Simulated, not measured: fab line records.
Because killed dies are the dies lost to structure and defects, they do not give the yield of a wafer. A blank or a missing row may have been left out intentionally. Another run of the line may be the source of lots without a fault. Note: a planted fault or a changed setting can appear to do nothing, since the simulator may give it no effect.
A struck lot beside a sound one / flow nand harc / 14 out of 1302 route steps
Sound: wafers L143.1, L143.3, L143.4. Struck: wafer L135.3. (L135.5, L135.6 of the same lot were not struck and are left out.) The cause comes at the end.
Order at every step that has rows: each side's tool, ch and its chambers, its first start. Under that, the readings that differ: sound wafers / struck wafers / difference of the means / sigmas: that difference in standard deviations of wafers without a fault.
alike: readings with means less than 2 such deviations apart, plus words and numbers identical on both sides. not compared: withheld readings, readings lacking a value on some wafer, bounds such as >300 that could conceal the same value, and numbers that have no deviation in the record and whose values overlap.
The two part at a step that has a row with sigmas, a row that says differs or no value, or rows on one side only. Non-overlapping numbers with no deviation appear without sigmas and do not part them. A reading that every wafer of one side lacks parts them only if that side has two wafers or more.

first, 2 steps without rows for these wafers: NHARC_P_CONTACT_DESCUM_17 (chemistry O2, time 3 s); NHARC_P_CONTACT_ETCH_35 (etches the open film in CF4, target depth 39 nm, time 65 s).
NHARC_P_CONTACT_ETCH_36: etches the open film in N2/H2, target depth 260 nm, time 406.25 s.
  sound on rie diel-05 ch 1,2,3; struck on rie diel-05 ch 3
reading=rf hours counter h (h); sound=2.7 2.5 2.8; struck=8.5; difference=+5.8; sigmas=
  alike: chamber pressure mTorr, drypump motor current A, mfc ar sccm, oes product au, rf vpp V, showerhead plenum p Torr, throttle valve pct
then, 2 steps without rows for these wafers: NHARC_P_CONTACT_ETCH_18 (etches the open film in C4F8/O2/Ar, target depth 481 nm, time 240.5 s); NHARC_P_CONTACT_STRIP_37 (strips in C4F8/O2/Ar).
NHARC_P_CONTACT_ETCH_31: etches the open film in CH3F/O2, target depth 30 nm, time 85.7 s.
  sound on rie diel-05 ch 0,2,3; struck on rie diel-05 ch 0
reading=rf hours counter h (h); sound=3.1 2.9 2.8; struck=9.5; difference=+6.6; sigmas=
  alike: chamber pressure mTorr, drypump motor current A, mfc ar sccm, oes product au, rf vpp V, showerhead plenum p Torr, throttle valve pct
NHARC_P_CONTACT_CD_MEAS_19:
  sound on cd sem-01, day 13 08:01; struck on cd sem-03, day 10 08:11
  alike: cd nm
then, 2 steps without rows for these wafers: NHARC_P_CONTACT_STRIP_28 (strips in O2); NHARC_P_CONTACT_STRIP_29 (strips in post etch residue remover, time 1200 s).
NHARC_P_CONTACT_DEGAS_38: time 60 s.
  sound on pvd sputter-02, day 13 08:44; struck on pvd sputter-02, day 10 08:58
  alike: heater power w
then, 1 step without rows for these wafers: NHARC_P_CONTACT_PRE_CLEAN_39 (time 19.5 s).
NHARC_P_CONTACT_PVD_32: deposits Ti, target thk 5 nm, time 17.7 s.
  sound on pvd sputter-02; struck on pvd sputter-02
reading=throttle valve pct (%); sound=29.0 31.5 30.7; struck=28.0; difference=-2.4; sigmas=-2
NHARC_P_CONTACT_ALD_22: deposits TiN, target thk 3 nm, pulse time 1 s, ald cycles 150.
  sound on ald metal-01 ch 0,2,3, day 13 08:58; struck on ald metal-02 ch 0, day 10 09:10
reading=ald cycles; sound=150 150 150; struck=66; difference=-84; sigmas=
  alike: heater power outer w, heater power w, precursor pulse height rel
NHARC_P_CONTACT_CVD_23: deposits W, target thk 200 nm, time 557 s.
  sound on cvd w-01 ch 0,1; struck on cvd w-02 ch 1
  alike: heater power outer w, heater power w, mfc ar sccm, throttle valve pct

== WHERE THEY PART ==
Only at NHARC_P_CONTACT_PVD_32, within this record. Later steps at which nothing parts them and some readings are alike: NHARC_P_CONTACT_ALD_22, NHARC_P_CONTACT_CVD_23.

WHY: what the simulator had put in
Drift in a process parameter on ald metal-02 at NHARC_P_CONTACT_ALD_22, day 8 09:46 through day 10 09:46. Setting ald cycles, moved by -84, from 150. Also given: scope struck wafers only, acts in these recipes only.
